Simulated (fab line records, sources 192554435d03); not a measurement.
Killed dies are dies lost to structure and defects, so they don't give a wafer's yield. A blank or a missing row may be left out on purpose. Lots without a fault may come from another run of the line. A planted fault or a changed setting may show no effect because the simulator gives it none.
Chamber matching | flow n5_finfet | N5_FIN_CUT_DESCUM_13 on rie_diel-02: 4 sister chambers
The step chemistry O2, time 7 s. 8 wafers are shown with their chamber, then 9 later ones without.

WAFERS WITH THEIR CHAMBER
wafer  | chamber | showerhead_plenum_p_Torr (Torr) | throttle_valve_pct (%)
L077.3 | 1       | 2.26                            | 20.23
L079.1 | 1       | 2.26                            | 20.23
L079.4 | 0       | 2.22                            | 20.77
L082.2 | 0       | 2.21                            | 20.79
L082.4 | 3       | 2.24                            | 19.96
L084.1 | 2       | 2.04                            | 20.81
L084.5 | 2       | 2.04                            | 20.84
L084.6 | 3       | 2.24                            | 19.97

WAFERS WITHOUT THEIR CHAMBER
wafer  | showerhead_plenum_p_Torr (Torr) | throttle_valve_pct (%)
L091.1 | 2.21                            | 20.80
L091.3 | 2.23                            | 19.99
L091.5 | 2.23                            | 19.99
L092.1 | 2.23                            | 19.99
L092.2 | 2.04                            | 20.85
L092.6 | 2.25                            | 20.27
L093.1 | 2.23                            | 20.00
L093.3 | 2.04                            | 20.84
L093.4 | 2.25                            | 20.29

WHICH CHAMBER EACH WENT THROUGH
wafer  | from the rows above | in truth
L091.1 | 0                   | 0
L091.3 | 3                   | 3
L091.5 | 3                   | 3
L092.1 | 3                   | 3
L092.2 | 2                   | 2
L092.6 | 1                   | 1
L093.1 | 3                   | 3
L093.3 | 2                   | 2
L093.4 | 1                   | 1
Placed correctly: 9 of 9. Can't be placed from these rows: 0. Placed wrongly: 0.
How it was worked out, from the rows above alone: a wafer's distance from a chamber is the root of the sum, over the readings, of the square of ((its reading less the chamber's mean) divided by the reading's scatter). The wafer belongs to the nearest chamber; if the next one is less than 2 further off, it can't be placed. A chamber's mean is the mean of its shown wafers. The scatter: the root of (the sum of the squares of (reading less its chamber's mean) over the shown wafers, divided by (wafers less chambers)).
